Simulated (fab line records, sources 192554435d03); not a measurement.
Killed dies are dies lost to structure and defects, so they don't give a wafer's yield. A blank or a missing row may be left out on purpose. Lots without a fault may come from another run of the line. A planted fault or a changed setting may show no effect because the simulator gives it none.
Split-lot experiment | flow n5_finfet | 7 lots, 39 wafers read, on a route of 1938 steps

THE SPLIT
At N5_MIM_TOP_SPUTTER_03 (material TiN, target thk 35 nm, time 89.7 s), the setting target_thk_a was moved away from the recipe's 350 angstrom on 18 of the 39 wafers read, by -50.9% to +50.9%. The other wafers ran this setting at the recipe's value.

The reading is taken at the split's own step.

THE READING
TiN_of_MIM_TOP_SPUTTER_03.thk_nm (the simulator's own value, which no gauge read), in nm, at N5_MIM_TOP_SPUTTER_03 (material TiN, target thk 35 nm, time 89.7 s). The file gives no usual value for it. The 21 wafers here that ran the recipe average 35.1 nm, standard deviation 0.37 nm.

wafer  | tool, chamber at the split | target_thk_a as run, angstrom | against the recipe | TiN_of_MIM_TOP_SPUTTER_03.thk_nm, nm | against lot-mates on the recipe
L080.2 | pvd_sputter-01, -          | 350                           | recipe             | 35.6                                 | -
L080.3 | pvd_sputter-01, -          | 350                           | recipe             | 35.6                                 | -
L080.4 | pvd_sputter-01, -          | 350                           | recipe             | 35.4                                 | -
L088.1 | pvd_sputter-03, -          | 503.5                         | +43.9%             | 49.6                                 | +14.7
L088.2 | pvd_sputter-03, -          | 503.5                         | +43.9%             | 50.2                                 | +15.3
L088.3 | pvd_sputter-03, -          | 503.5                         | +43.9%             | 50.2                                 | +15.3
L088.4 | pvd_sputter-03, -          | 350                           | recipe             | 34.8                                 | -
L088.5 | pvd_sputter-03, -          | 350                           | recipe             | 35.2                                 | -
L088.6 | pvd_sputter-03, -          | 350                           | recipe             | 34.6                                 | -
L086.1 | pvd_sputter-03, -          | 350                           | recipe             | 35.4                                 | -
L086.2 | pvd_sputter-03, -          | 291.9                         | -16.6%             | 29.4                                 | -5.8
L086.6 | pvd_sputter-03, -          | 291.9                         | -16.6%             | 29.4                                 | -5.8
L086.3 | pvd_sputter-03, -          | 350                           | recipe             | 35.2                                 | -
L086.4 | pvd_sputter-03, -          | 350                           | recipe             | 35                                   | -
L086.5 | pvd_sputter-03, -          | 291.9                         | -16.6%             | 29.2                                 | -6.0
L090.1 | pvd_sputter-02, -          | 350                           | recipe             | 34.8                                 | -
L090.5 | pvd_sputter-02, -          | 350                           | recipe             | 34.8                                 | -
L090.2 | pvd_sputter-02, -          | 171.7                         | -50.9%             | 17.4                                 | -17.5
L090.3 | pvd_sputter-02, -          | 350                           | recipe             | 35.2                                 | -
L090.4 | pvd_sputter-02, -          | 171.7                         | -50.9%             | 17.2                                 | -17.7
L090.6 | pvd_sputter-02, -          | 171.7                         | -50.9%             | 16.8                                 | -18.1
L091.1 | pvd_sputter-02, -          | 350                           | recipe             | 34.6                                 | -
L091.3 | pvd_sputter-02, -          | 350                           | recipe             | 34.6                                 | -
L091.2 | pvd_sputter-02, -          | 506.6                         | +44.7%             | 50.2                                 | +15.7
L091.6 | pvd_sputter-02, -          | 506.6                         | +44.7%             | 50.2                                 | +15.7
L091.4 | pvd_sputter-02, -          | 506.6                         | +44.7%             | 50.4                                 | +15.9
L091.5 | pvd_sputter-02, -          | 350                           | recipe             | 34.4                                 | -
L094.1 | pvd_sputter-01, -          | 350                           | recipe             | 35.6                                 | -
L094.2 | pvd_sputter-01, -          | 350                           | recipe             | 35.6                                 | -
L094.3 | pvd_sputter-01, -          | 528.1                         | +50.9%             | 53.6                                 | +18.1
L094.4 | pvd_sputter-01, -          | 350                           | recipe             | 35.4                                 | -
L094.5 | pvd_sputter-01, -          | 528.1                         | +50.9%             | 53.4                                 | +17.9
L094.6 | pvd_sputter-01, -          | 528.1                         | +50.9%             | 53.2                                 | +17.7
L097.1 | pvd_sputter-01, -          | 431.1                         | +23.2%             | 43                                   | +8.1
L097.3 | pvd_sputter-01, -          | 431.1                         | +23.2%             | 43                                   | +8.1
L097.2 | pvd_sputter-01, -          | 350                           | recipe             | 35                                   | -
L097.4 | pvd_sputter-01, -          | 350                           | recipe             | 35                                   | -
L097.5 | pvd_sputter-01, -          | 350                           | recipe             | 34.8                                 | -
L097.6 | pvd_sputter-01, -          | 431.1                         | +23.2%             | 43.2                                 | +8.3

THE FIT
A straight line over all 39 wafers: TiN_of_MIM_TOP_SPUTTER_03.thk_nm changes by +0.349 nm for each +1% of target_thk_a; r = +1.00; the points scatter about the line by 0.39 nm.
The same after taking each lot's own level away (the mean of its wafers on the recipe; 39 wafers): +0.35 nm for each +1%; r = +1.00; scatter 0.18 nm.
On that fit, the largest move of target_thk_a shifts the reading by 18 nm.
The lots' own levels span 34.53 to 35.53 nm, that is 2.7 times the standard deviation above.
So the lot-to-lot level changes the slope little: the two slopes agree.
Check: with one of the wafers moved furthest among these (-50.9%) left out of the fit, the line predicts -17.9 nm for it against its lot-mates. It came out at -17.5 nm against them.

OTHER SPLITS ON THESE WAFERS
These wafers also went through other splits before the reading. Each is held against what the fit with the lots' levels taken away leaves over:
other split on the same wafers    | wafers away from the commonest value | r with TiN_of_MIM_TOP_SPUTTER_03.thk_nm (lot level and that fit taken away)
N5_BEOL_M5_HM_DEP_02 target_thk_a | 18                                   | -0.10
N5_BEOL_M7_DEP_56 target_thk_a    | 12                                   | +0.06
N5_BEOL_M9_TRENCH_ETCH_37 time_s  | 18                                   | -0.01
N5_BEOL_M12_SPUTTER_44 time_s     | 18                                   | +0.27

THE FILE'S OWN FIT
TiN_of_MIM_TOP_SPUTTER_03.thk_nm changes by +0.35 nm for each +1% of target_thk_a, r = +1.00.
